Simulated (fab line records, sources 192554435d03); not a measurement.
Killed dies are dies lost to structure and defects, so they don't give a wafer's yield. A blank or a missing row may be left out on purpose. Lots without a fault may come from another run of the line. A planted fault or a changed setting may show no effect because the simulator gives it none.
Tool commonality check | flow n5_finfet | 8 lots, 24 wafers sampled

WHY IT WAS OPENED
At N5_BEOL_M0_SAQP_OVL_MEAS_15 the reading M0_CORE_OVL is flagged on 2 of 8 lots. Wafers without a fault read 0.2 nm, standard deviation 0.78.
Rule: a lot is flagged when every wafer of it that has a number lies more than 4 standard deviations from that mean, or none has a number. The other lots count as sound.

lot  | measured     | on         | M0_CORE_OVL (nm), wafer by wafer | flag
L923 | day 5 18:28  | overlay-01 | 1.7 0.9 0.6                      |
L929 | day 7 03:39  | overlay-02 | -0.5 -0.5 -0.1                   |
L931 | day 7 15:57  | overlay-01 | -0.5 -0.8 1.1                    |
L932 | day 8 04:34  | overlay-01 | 0.3 -0.3 -0.3                    |
L942 | day 10 11:11 | overlay-01 | 11.5 11.7 12.2                   | FLAGGED
L943 | day 10 19:08 | overlay-01 | 10.9 12.3 11.2                   | FLAGGED
L944 | day 10 23:44 | overlay-01 | 1.7 1.3 0.4                      |
L945 | day 11 11:40 | overlay-01 | 0.5 0.6 0.1                      |
The numbers of the flagged lots are 11.6 nm on average: +11.4 nm against the usual, or +15 standard deviations.

WHICH TOOL RAN EACH LOT
The record holds 2 process steps before the reading, out of a route of 1938 steps. In each cell: the tool, then ch and the chambers that the sampled wafers went through, then the start.
lot  | flag    | N5_MOL_CONTACT_COAG_ETCH_48        | N5_BEOL_M0_SAQP_EXPOSE_11
L923 |         | rie_diel-01 ch 0,1,3, day 5 11:23  | arfi_scanner-03 ch 0, day 5 18:19
L929 |         | rie_diel-01 ch 1,2,3, day 6 22:10  | arfi_scanner-01 ch 0, day 7 03:30
L931 |         | rie_diel-02 ch 1,3, day 7 09:41    | arfi_scanner-02 ch 0, day 7 15:48
L932 |         | rie_diel-06 ch 0,1,3, day 7 22:06  | arfi_scanner-02 ch 0, day 8 04:25
L942 | FLAGGED | rie_diel-01 ch 0,1,2, day 10 02:34 | arfi_scanner-02 ch 0, day 10 11:02
L943 | FLAGGED | rie_diel-02 ch 0,2,3, day 10 11:17 | arfi_scanner-02 ch 0, day 10 18:59
L944 |         | rie_diel-01 ch 1,3, day 10 16:21   | arfi_scanner-03 ch 0, day 10 23:34
L945 |         | rie_diel-02 ch 1,3, day 11 04:47   | arfi_scanner-03 ch 0, day 11 11:32
What these steps do:
- N5_MOL_CONTACT_COAG_ETCH_48: etches SiOC in C4F6/O2, target depth 15 nm, overetch 4.5 nm, time 17 s.
- N5_BEOL_M0_SAQP_EXPOSE_11: exposes mask M0 CORE, target cd 42 nm.
- N5_BEOL_M0_SAQP_OVL_MEAS_15

FLAGGED OVER TOTAL, TOOL BY TOOL (the gauges that took the reading come last)
step                        | tool            | lots run | flagged | share of the flagged lots | sound lots run after its first flagged lot
N5_MOL_CONTACT_COAG_ETCH_48 | rie_diel-01     | 4        | 1       | some                      | 1 (L944)
N5_MOL_CONTACT_COAG_ETCH_48 | rie_diel-02     | 3        | 1       | some                      | 1 (L945)
N5_MOL_CONTACT_COAG_ETCH_48 | rie_diel-06     | 1        | 0       | none                      | -
N5_BEOL_M0_SAQP_EXPOSE_11   | arfi_scanner-01 | 1        | 0       | none                      | -
N5_BEOL_M0_SAQP_EXPOSE_11   | arfi_scanner-02 | 4        | 2       | all                       | 0
N5_BEOL_M0_SAQP_EXPOSE_11   | arfi_scanner-03 | 3        | 0       | none                      | -
N5_BEOL_M0_SAQP_OVL_MEAS_15 | overlay-01      | 7        | 2       | all                       | 2 (L944,L945)
N5_BEOL_M0_SAQP_OVL_MEAS_15 | overlay-02      | 1        | 0       | none                      | -

WHAT THE TABLE ALLOWS
2 rows of the table ran every flagged lot: arfi_scanner-02 at N5_BEOL_M0_SAQP_EXPOSE_11, overlay-01 at N5_BEOL_M0_SAQP_OVL_MEAS_15.
- arfi_scanner-02 at N5_BEOL_M0_SAQP_EXPOSE_11: 2 of its 4 lots flagged. Its last sound lot is L932 (day 8 04:25), its first flagged lot L942 (day 10 11:02): a fault that began between those two fits.
- overlay-01 at N5_BEOL_M0_SAQP_OVL_MEAS_15: 2 of its 7 lots flagged. Sound lots ran on it after the first flagged one (L944, L945), which a lasting fault on the whole tool wouldn't allow.
One tool is left: arfi_scanner-02 at N5_BEOL_M0_SAQP_EXPOSE_11.

WHAT THE SIMULATOR HAD PUT IN
Scanner matching overlay: arfi_scanner-02, from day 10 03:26 on, at N5_BEOL_M0_SAQP_EXPOSE_11. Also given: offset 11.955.
Lots struck among those shown: L942, L943. The rule above found the same.
